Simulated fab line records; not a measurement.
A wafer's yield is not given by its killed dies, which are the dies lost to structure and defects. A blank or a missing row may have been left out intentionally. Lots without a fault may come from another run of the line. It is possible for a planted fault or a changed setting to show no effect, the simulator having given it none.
fab line records | flow nand_harc | part 2 of 2: steps 5 to 6 of 6
record lots=24 | wafers=72 | last_day=32
route steps=1302 shown A_CHANNEL_FILL_D2@614 A_STAIRCASE@650
lots that met no fault: from a run of the same line without faults
start_h: the number of hours between the record's first day and the start of the first shown wafer of the lot | wait_h: hours elapsed since this lot's preceding step | " repeats the value in the row above | L1.1+2: a single row standing in for several wafers | - no value, or no start given | * or withheld: withheld | < > ~ a bound
route shown NAME@n: names a module that has steps shown in the file, with the first one's number in the route | usual: the fault-free wafers' mean and standard deviation | same: alike in all rows | chamber/n: place in a boat | sites: each site's reading | _std_site: standard deviation across them | _edge_site: inner sites' mean taken away from outer sites' mean | radius_mm: for every site, how far away it sits from the centre of the wafer | mask NAME#n: copy n | behind: the tool/chamber that last shaped the wafer | hold: cause of the lot's hold/its duration in hours/its outcome | device: the transistor (n, p or np) that didn't switch | end of line: tests run on the same wafers once the route is complete | a step without rows: its recipe alone | killed: not the wafer's yield, but the dies lost to structure and defects at the first sort | map: a wafer's dies, marking killed ones x, the rest . and places with no die _
set.NAME: the setting as run; set.NAME@STEP: as run at that earlier step | model.NAME: the simulator's own value behind a step, which no gauge read
one table for each step of the route and one row for each wafer, over a sample of lots
services: a tool's chamber out of use, with start hour (start_h, from the record's first day; less than 0 if before it), hours out, and reason
## steps
# step NHARC_A_STAIRCASE_TRIM_14
# recipe time_s=211.2 | o2_flow_sccm=500 | ar_flow_sccm=0 | bias_w=0 | chemistry=O2
# usual drypump_motor_current_A=5.7/0.49 | oes_product_au=1.003/0.015 | rf_vpp_V=57.9/0.82 | showerhead_plenum_p_Torr=3.60/0.15 | throttle_valve_pct=17.036/0.0095
lot.wafer | tool        | chamber | start_h | wait_h | drypump_motor_current_A | oes_product_au | rf_hours_counter_h | rf_vpp_V | showerhead_plenum_p_Torr | throttle_valve_pct
L074.1    | rie_diel-08 | 1       | -       | -      | 5.5                     | 1.022          | 52                 | 58.1     | 3.57                     | 17.049
L074.2    | "           | 2       | "       | "      | 6.3                     | 1.009          | 44                 | 57.5     | 3.55                     | 17.025
L074.6    | "           | 0       | "       | "      | 6.1                     | 1.029          | -                  | 57.3     | 3.29                     | 17.037
L075.1    | rie_diel-10 | 1       | -       | -      | 5.6                     | 1.010          | 39                 | 60.0     | 3.75                     | 17.037
L075.4    | "           | 2       | "       | "      | 5.1                     | 1.012          | 33                 | 58.5     | 3.79                     | 17.045
L075.5    | "           | 2       | "       | "      | 5.1                     | 1.018          | -                  | 59.9     | 3.79                     | 17.067
L076.1    | rie_diel-10 | 2       | -       | -      | 5.1                     | 1.027          | 33                 | 58.1     | 3.79                     | 17.034
L076.4    | "           | 3       | "       | "      | 5.7                     | 1.001          | 38                 | 58.3     | 3.57                     | 17.018
L076.5    | "           | 1       | "       | "      | 5.5                     | 1.013          | -                  | 58.1     | 3.75                     | 17.029
L077.2    | rie_diel-06 | 2       | -       | -      | 6.3                     | 1.012          | 24                 | 58.2     | 3.79                     | 17.024
L077.4    | "           | 3       | "       | "      | 6.2                     | 0.997          | 24                 | 57.7     | 3.44                     | 17.047
L077.5    | "           | 1       | "       | "      | 5.6                     | 0.994          | -                  | 56.1     | 3.37                     | 17.031
L078.1    | rie_diel-10 | 0       | -       | -      | 5.0                     | 1.008          | 46                 | 59.1     | 3.78                     | 17.022
L078.2    | "           | 1       | "       | "      | 5.5                     | 0.999          | 49                 | 58.2     | 3.74                     | 17.031
L078.6    | "           | 3       | "       | "      | 5.7                     | 0.981          | -                  | 57.6     | 3.56                     | 17.036
L079.4    | rie_diel-10 | 3       | -       | -      | 5.8                     | 0.986          | 52                 | 58.6     | 3.56                     | 17.045
L079.2    | "           | 1       | "       | "      | 5.5                     | 0.993          | 52                 | 57.9     | 3.74                     | 17.035
L079.5    | "           | 3       | "       | "      | 5.8                     | 0.985          | -                  | 59.1     | 3.56                     | 17.028
L080.1    | rie_diel-10 | 2       | -       | -      | 5.1                     | 1.026          | 49                 | 57.7     | 3.78                     | 17.027
L080.2    | "           | 0       | "       | "      | 5.0                     | 0.995          | 51                 | 57.9     | 3.78                     | 17.034
L080.6    | "           | 2       | "       | "      | 5.1                     | 1.015          | -                  | 58.2     | 3.78                     | 17.019
L081.1    | rie_diel-08 | 2       | -       | -      | 6.3                     | 1.019          | 12                 | 58.7     | 3.54                     | 17.043
L081.4    | "           | 1       | "       | "      | 5.5                     | 1.002          | 10                 | 58.2     | 3.56                     | 17.037
L081.5    | "           | 3       | "       | "      | 5.1                     | 0.987          | -                  | 57.4     | 3.61                     | 17.030
L082.4    | rie_diel-06 | 2       | -       | -      | 6.4                     | 1.010          | 45                 | 59.0     | 3.78                     | 17.032
L082.3    | "           | 3       | "       | "      | 6.3                     | 1.006          | 44                 | 58.1     | 3.43                     | 17.030
L082.5    | "           | 3       | "       | "      | 6.2                     | 1.004          | -                  | 57.2     | 3.43                     | 17.048
L083.4    | rie_diel-06 | 0       | -       | -      | 6.1                     | 1.015          | 38                 | 57.3     | 3.43                     | 17.030
L083.3    | "           | 1       | "       | "      | 5.6                     | 0.996          | 37                 | 57.8     | 3.36                     | 17.033
L083.6    | "           | 3       | "       | "      | 6.2                     | 0.990          | -                  | 58.1     | 3.43                     | 17.024
L084.1    | rie_diel-08 | 0       | -       | -      | 6.0                     | 1.007          | 29                 | 58.5     | 3.79                     | 17.023
L084.4    | "           | 1       | "       | "      | 5.5                     | 0.990          | 27                 | 56.8     | 3.55                     | 17.029
L084.5    | "           | 3       | "       | "      | 5.1                     | 0.981          | -                  | 57.0     | 3.60                     | 17.030
L087.1    | rie_diel-06 | 3       | -       | -      | 6.2                     | 0.993          | 58                 | 58.7     | 3.42                     | 17.048
L087.3    | "           | 0       | "       | "      | 6.1                     | 1.018          | 47                 | 57.3     | 3.43                     | 17.055
L087.2    | "           | 2       | "       | "      | 6.4                     | 0.998          | 57                 | 57.5     | 3.78                     | 17.037
L085.2    | rie_diel-08 | 3       | -       | -      | 5.1                     | 0.976          | 34                 | 57.3     | 3.60                     | 17.034
L085.3    | "           | 0       | "       | "      | 6.1                     | 1.017          | 32                 | 58.6     | 3.79                     | 17.028
L085.6    | "           | 2       | "       | "      | 6.3                     | 1.012          | -                  | 57.5     | 3.53                     | 17.045
L086.4    | rie_diel-08 | 3       | -       | -      | 5.1                     | 0.982          | 34                 | 58.2     | 3.60                     | 17.031
L086.3    | "           | 0       | "       | "      | 6.1                     | 1.019          | 32                 | 59.0     | 3.79                     | 17.041
L086.1    | "           | 1       | "       | "      | 5.5                     | 0.995          | 31                 | 59.1     | 3.54                     | 17.041
L088.2    | rie_diel-08 | 1       | -       | -      | 5.5                     | 0.989          | 44                 | 56.4     | 3.54                     | 17.035
L088.5    | "           | 3       | "       | "      | 5.1                     | 0.996          | -                  | 59.0     | 3.59                     | 17.040
L088.6    | "           | 0       | "       | "      | 6.1                     | 1.021          | -                  | 58.1     | 3.78                     | 17.042
L089.2    | rie_diel-08 | 1       | -       | -      | 5.5                     | 0.998          | 45                 | 58.3     | 3.54                     | 17.041
L089.4    | "           | 0       | "       | "      | 6.0                     | 1.025          | 45                 | 57.9     | 3.78                     | 17.053
L089.5    | "           | 2       | "       | "      | 6.3                     | 1.010          | -                  | 57.7     | 3.52                     | 17.032
L091.3    | rie_diel-08 | 1       | -       | -      | 5.5                     | 1.003          | 49                 | 58.4     | 3.53                     | 17.056
L091.2    | "           | 2       | "       | "      | 6.3                     | 1.008          | 51                 | 56.5     | 3.52                     | 17.029
L091.4    | "           | 0       | "       | "      | 6.1                     | 1.012          | 50                 | 58.8     | 3.78                     | 17.034
L090.2    | rie_diel-08 | 3       | -       | -      | 5.1                     | 0.992          | 52                 | 56.7     | 3.59                     | 17.027
L090.4    | "           | 0       | "       | "      | 6.1                     | 1.019          | 50                 | 57.5     | 3.78                     | 17.030
L090.5    | "           | 0       | "       | "      | 6.1                     | 1.019          | -                  | 58.2     | 3.78                     | 17.040
L093.2    | rie_diel-06 | 3       | -       | -      | 6.2                     | 0.965          | 20                 | 57.6     | 3.41                     | 17.046
L093.1    | "           | 0       | "       | "      | 6.2                     | 1.001          | 23                 | 58.3     | 3.41                     | 17.048
L093.5    | "           | 2       | "       | "      | 6.3                     | 0.983          | -                  | 57.6     | 3.76                     | 17.021
L092.4    | rie_diel-06 | 1       | -       | -      | 5.6                     | 1.013          | 20                 | 57.0     | 3.34                     | 17.055
L092.2    | "           | 3       | "       | "      | 6.2                     | 0.971          | 20                 | 58.6     | 3.41                     | 17.030
L092.6    | "           | 2       | "       | "      | 6.3                     | 0.992          | -                  | 58.9     | 3.76                     | 17.048
L094.2    | rie_diel-10 | 0       | -       | -      | 5.0                     | 1.000          | 28                 | 57.9     | 3.76                     | 17.038
L094.3    | "           | 2       | "       | "      | 5.1                     | 1.007          | 28                 | 58.7     | 3.76                     | 17.006
L094.1    | "           | 3       | "       | "      | 5.7                     | 1.004          | 30                 | 57.7     | 3.54                     | 17.026
L095.2    | rie_diel-06 | 0       | -       | -      | 6.2                     | 1.005          | 33                 | 57.9     | 3.41                     | 17.041
L095.1    | "           | 2       | "       | "      | 6.3                     | 0.990          | 25                 | 57.9     | 3.76                     | 17.042
L095.6    | "           | 0       | "       | "      | 6.1                     | 1.004          | -                  | 57.0     | 3.41                     | 17.029
L096.1    | rie_diel-08 | 1       | -       | -      | 5.5                     | 0.976          | 5                  | 57.3     | 3.53                     | 17.032
L096.6    | "           | 1       | "       | "      | 5.5                     | 0.990          | -                  | 57.8     | 3.53                     | 17.034
L096.4    | "           | 2       | "       | "      | 6.3                     | 1.020          | -                  | 57.7     | 3.51                     | 17.025
L097.3    | rie_diel-10 | 3       | -       | -      | 5.8                     | 0.976          | 39                 | 57.6     | 3.54                     | 17.020
L097.1    | "           | 0       | "       | "      | 5.0                     | 1.001          | 37                 | 58.8     | 3.76                     | 17.039
L097.5    | "           | 3       | "       | "      | 5.8                     | 0.979          | -                  | 58.4     | 3.54                     | 17.031
# step NHARC_A_STAIRCASE_ETCH_19
# recipe target_depth_a=1000 | time_s=40.5 | ion_energy_ev=400 | c4f8_flow_sccm=20 | o2_flow_sccm=10 | ar_flow_sccm=withheld | rf_w=600 | bias_w=1000 | chemistry=C4F8/O2
# usual oes_product_au=0.945/0.014 | rf_vpp_V=898/5.3
lot.wafer | tool        | chamber | start_h | wait_h | oes_product_au | rf_hours_counter_h | rf_vpp_V
L074.1    | rie_diel-08 | 0       | -       | -      | 0.969          | 54                 | 887
L074.2    | "           | 1       | "       | "      | 0.962          | 56                 | 897
L074.6    | "           | 3       | "       | "      | 0.956          | -                  | 899
L075.1    | rie_diel-10 | 1       | -       | -      | 0.943          | 41                 | 904
L075.4    | "           | 3       | "       | "      | 0.930          | 39                 | 897
L075.5    | "           | 1       | "       | "      | 0.941          | -                  | 903
L076.4    | rie_diel-10 | 0       | -       | -      | 0.949          | 40                 | 903
L076.1    | "           | 1       | "       | "      | 0.944          | 44                 | 905
L076.5    | "           | 3       | "       | "      | 0.928          | -                  | 898
L077.2    | rie_diel-06 | 0       | -       | -      | 0.976          | 18                 | 895
L077.4    | "           | 3       | "       | "      | 0.957          | 24                 | 894
L077.5    | "           | 1       | "       | "      | 0.944          | -                  | 891
L078.2    | rie_diel-10 | 1       | -       | -      | 0.957          | 49                 | 904
L078.1    | "           | 2       | "       | "      | 0.970          | 44                 | 906
L078.6    | "           | 1       | "       | "      | 0.951          | -                  | 904
L079.2    | rie_diel-10 | 1       | -       | -      | 0.943          | 52                 | 903
L079.4    | "           | 0       | "       | "      | 0.955          | 49                 | 903
L079.5    | "           | 1       | "       | "      | 0.935          | -                  | 904
L080.1    | rie_diel-10 | 2       | -       | -      | 0.962          | 49                 | 904
L080.2    | "           | 0       | "       | "      | 0.959          | 51                 | 906
L080.6    | "           | 2       | "       | "      | 0.971          | -                  | 906
L081.4    | rie_diel-08 | 1       | -       | -      | 0.937          | 11                 | 897
L081.1    | "           | 2       | "       | "      | 0.961          | 12                 | 896
L081.5    | "           | 0       | "       | "      | 0.946          | -                  | 906
L082.4    | rie_diel-06 | 0       | -       | -      | 0.959          | 35                 | 892
L082.3    | "           | 1       | "       | "      | 0.934          | 37                 | 892
L082.5    | "           | 0       | "       | "      | 0.960          | -                  | 892
L083.4    | rie_diel-06 | 3       | -       | -      | 0.939          | 47                 | 892
L083.3    | "           | 1       | "       | "      | 0.952          | 37                 | 889
L083.6    | "           | 3       | "       | "      | 0.928          | -                  | 893
L084.1    | rie_diel-08 | 0       | -       | -      | 0.950          | 29                 | 907
L084.4    | "           | 2       | "       | "      | 0.957          | 29                 | 898
L084.5    | "           | 3       | "       | "      | 0.928          | -                  | 899
L087.2    | rie_diel-06 | 0       | -       | -      | 0.955          | 48                 | 892
L087.1    | "           | 1       | "       | "      | 0.931          | 43                 | 890
L087.3    | "           | 3       | "       | "      | 0.918          | 58                 | 892
L085.3    | rie_diel-08 | 2       | -       | -      | 0.953          | 34                 | 895
L085.2    | "           | 0       | "       | "      | 0.951          | 32                 | 905
L085.6    | "           | 2       | "       | "      | 0.969          | -                  | 895
L086.3    | rie_diel-08 | 2       | -       | -      | 0.948          | 34                 | 896
L086.4    | "           | 3       | "       | "      | 0.924          | 35                 | 897
L086.1    | "           | 1       | "       | "      | 0.927          | 32                 | 897
L088.2    | rie_diel-08 | 0       | -       | -      | 0.950          | 45                 | 905
L088.6    | "           | 1       | "       | "      | 0.942          | -                  | 896
L088.5    | "           | 2       | "       | "      | 0.947          | -                  | 895
L089.4    | rie_diel-08 | 2       | -       | -      | 0.962          | 48                 | 895
L089.2    | "           | 3       | "       | "      | 0.945          | 48                 | 899
L089.5    | "           | 2       | "       | "      | 0.965          | -                  | 895
L091.2    | rie_diel-08 | 2       | -       | -      | 0.955          | 52                 | 896
L091.3    | "           | 0       | "       | "      | 0.962          | 51                 | 904
L091.4    | "           | 1       | "       | "      | 0.937          | 50                 | 897
L090.4    | rie_diel-08 | 0       | -       | -      | 0.957          | 51                 | 905
L090.2    | "           | 1       | "       | "      | 0.947          | 50                 | 897
L090.5    | "           | 1       | "       | "      | 0.940          | -                  | 897
L093.2    | rie_diel-06 | 1       | -       | -      | 0.956          | 21                 | 889
L093.1    | "           | 2       | "       | "      | 0.923          | 17                 | 904
L093.5    | "           | 1       | "       | "      | 0.970          | -                  | 889
L092.2    | rie_diel-06 | 1       | -       | -      | 0.955          | 21                 | 890
L092.4    | "           | 2       | "       | "      | 0.921          | 18                 | 905
L092.6    | "           | 0       | "       | "      | 0.938          | -                  | 891
L094.3    | rie_diel-10 | 2       | -       | -      | 0.934          | 29                 | 905
L094.2    | "           | 3       | "       | "      | 0.931          | 30                 | 896
L094.1    | "           | 0       | "       | "      | 0.936          | 29                 | 905
L095.1    | rie_diel-06 | 3       | -       | -      | 0.928          | 30                 | 892
L095.2    | "           | 1       | "       | "      | 0.968          | 29                 | 890
L095.6    | "           | 0       | "       | "      | 0.930          | -                  | 891
L096.1    | rie_diel-08 | 3       | -       | -      | 0.954          | 8                  | 898
L096.4    | "           | 3       | "       | "      | 0.948          | -                  | 898
L096.6    | "           | 1       | "       | "      | 0.936          | -                  | 895
L097.3    | rie_diel-10 | 0       | -       | -      | 0.939          | 37                 | 903
L097.1    | "           | 3       | "       | "      | 0.923          | 39                 | 897
L097.5    | "           | 1       | "       | "      | 0.933          | -                  | 902
## services
tool          | chamber | start_h | hours | kind
rie_diel-10   | -       | 286.71  | 6.6   | repair
rie_diel-06   | 3       | 287.12  | 1.3   | repair
rie_diel-06   | -       | 307.37  | 9.0   | pm
rie_diel-08   | 1       | 311.79  | 1.5   | repair
rie_diel-10   | 2       | 315.87  | 12.0  | repair
rie_diel-08   | 2       | 323.20  | 11.1  | repair
rie_diel-02   | 2       | 359.19  | 12.5  | repair
rie_diel-08   | 1       | 362.69  | 5.6   | repair
rie_diel-08   | -       | 367.84  | 9.0   | pm
rtp_anneal-01 | -       | 372.00  | 12.0  | pm
rie_diel-06   | -       | 384.12  | 1.8   | repair
rie_diel-02   | 1       | 391.33  | 9.9   | repair
rie_diel-02   | -       | 397.04  | 9.0   | pm
rie_diel-10   | -       | 420.00  | 9.0   | pm
rie_diel-02   | 1       | 430.41  | 4.7   | repair
rie_diel-02   | 3       | 437.52  | 4.0   | repair
rie_diel-10   | 1       | 466.77  | 17.7  | repair
rie_diel-02   | 1       | 470.53  | 3.1   | repair
rie_diel-06   | 2       | 474.45  | 7.3   | repair
rie_diel-06   | -       | 484.37  | 9.0   | pm
rie_diel-10   | -       | 491.56  | 33.9  | repair
rie_diel-08   | -       | 541.65  | 3.1   | repair
rie_diel-08   | -       | 544.84  | 9.0   | pm
rie_diel-06   | 3       | 558.29  | 5.9   | repair
